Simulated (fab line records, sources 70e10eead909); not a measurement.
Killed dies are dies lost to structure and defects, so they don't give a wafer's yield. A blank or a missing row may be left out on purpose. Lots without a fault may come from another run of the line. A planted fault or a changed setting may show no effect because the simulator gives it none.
Chamber matching | flow nand_harc | NHARC_A_M0_ETCH_34 on rie_diel-09: 4 sister chambers
The step etches the open film in N2/H2, target depth 40 nm, overetch 12 nm, time 43.94 s. 14 wafers are shown with their chamber, then 7 later ones without.

WAFERS WITH THEIR CHAMBER
wafer  | chamber | rf_vpp_V (V) | oes_product_au (a.u.) | throttle_valve_pct (%)
L079.1 | 2       | 433          | 1.001                 | 14.168
L079.2 | 3       | 436          | 1.008                 | 14.159
L079.4 | 3       | 434          | 1.005                 | 14.181
L076.1 | 3       | 434          | 0.994                 | 14.178
L076.3 | 0       | 426          | 1.012                 | 14.168
L076.4 | 3       | 434          | 1.001                 | 14.174
L080.4 | 0       | 426          | 1.014                 | 14.176
L080.5 | 3       | 433          | 1.007                 | 14.178
L080.6 | 2       | 433          | 1.002                 | 14.175
L083.2 | 0       | 426          | 1.013                 | 14.167
L083.3 | 1       | 428          | 1.012                 | 14.150
L083.4 | 2       | 432          | 0.997                 | 14.171
L084.1 | 3       | 434          | 1.002                 | 14.175
L084.3 | 2       | 431          | 1.001                 | 14.185

SIGNATURES (means of the wafers above)
reading            | chamber 0 | chamber 1 | chamber 2 | chamber 3 | scatter within a chamber
rf_vpp_V           | 426.00    | 428.00    | 432.25    | 434.17    | 0.871
oes_product_au     | 1.01300   | 1.01200   | 1.00025   | 1.00283   | 0.00384
throttle_valve_pct | 14.17033  | 14.15000  | 14.17475  | 14.17417  | 0.00721
Rule: a wafer's distance from a chamber is the root of the sum, over the readings, of the square of ((its reading less the chamber's mean) divided by the reading's scatter). The wafer belongs to the nearest chamber; if the next one is less than 2 further off, it can't be placed. The scatter: the root of (the sum of the squares of (reading less its chamber's mean) over the shown wafers, divided by (wafers less chambers)).

WAFERS WITHOUT THEIR CHAMBER
wafer  | rf_vpp_V (V) | oes_product_au (a.u.) | throttle_valve_pct (%)
L084.5 | 433          | 1.003                 | 14.169
L092.1 | 434          | 1.000                 | 14.160
L092.3 | 428          | 1.010                 | 14.185
L092.6 | 434          | 0.996                 | 14.157
L095.1 | 424          | 1.005                 | 14.160
L095.2 | 428          | 1.010                 | 14.156
L095.5 | 427          | 1.012                 | 14.171

WHICH CHAMBER EACH WENT THROUGH
wafer  | from the rows above     | in truth
L084.5 | can't be placed: 2 or 3 | 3
L092.1 | can't be placed: 3 or 2 | 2
L092.3 | can't be placed: 0 or 1 | 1
L092.6 | can't be placed: 3 or 2 | 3
L095.1 | can't be placed: 0 or 1 | 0
L095.2 | 1                       | 1
L095.5 | can't be placed: 0 or 1 | 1
Placed correctly: 1 of 7. Can't be placed from these rows: 6 (the true chamber is among the candidates in 6). Placed wrongly: 0.
